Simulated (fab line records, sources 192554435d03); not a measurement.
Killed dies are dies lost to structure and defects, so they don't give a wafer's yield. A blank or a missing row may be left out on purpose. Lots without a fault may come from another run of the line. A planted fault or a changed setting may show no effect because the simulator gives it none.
Chamber matching | flow n5_finfet | N5_GATE_CUT_PECVD_57 on pecvd-01: 3 sister chambers
The step deposits SiNx from SiH4/NH3/N2, target thk 21 nm. 3 wafers are shown with their chamber, then 8 later ones without.

WAFERS WITH THEIR CHAMBER
wafer  | chamber | throttle_valve_pct (%)
L081.4 | 0       | 39.0
L081.5 | 2       | 36.4
L091.2 | 1       | 39.4

WAFERS WITHOUT THEIR CHAMBER
wafer  | throttle_valve_pct (%)
L091.5 | 39.6
L091.6 | 39.9
L092.1 | 39.4
L092.4 | 39.5
L092.6 | 36.7
L095.1 | 36.7
L095.2 | 39.7
L095.4 | 36.5

WHICH CHAMBER EACH WENT THROUGH
wafer  | from the rows above     | in truth
L091.5 | can't be placed: 1 or 0 | 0
L091.6 | can't be placed: 1 or 0 | 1
L092.1 | can't be placed: 1 or 0 | 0
L092.4 | can't be placed: 1 or 0 | 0
L092.6 | 2                       | 2
L095.1 | 2                       | 2
L095.2 | can't be placed: 1 or 0 | 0
L095.4 | 2                       | 2
Placed correctly: 3 of 8. Can't be placed from these rows: 5 (the true chamber is among the candidates in 5). Placed wrongly: 0.
How it was worked out, from the rows above alone: a wafer's distance from a chamber is the root of the sum, over the readings, of the square of ((its reading less the chamber's mean) divided by the reading's scatter). The wafer belongs to the nearest chamber; if the next one is less than 2 further off, it can't be placed. A chamber's mean is the mean of its shown wafers. The scatter: with one shown wafer a chamber, the root of the mean of the squares of how far each hidden wafer lies from its nearest shown one.
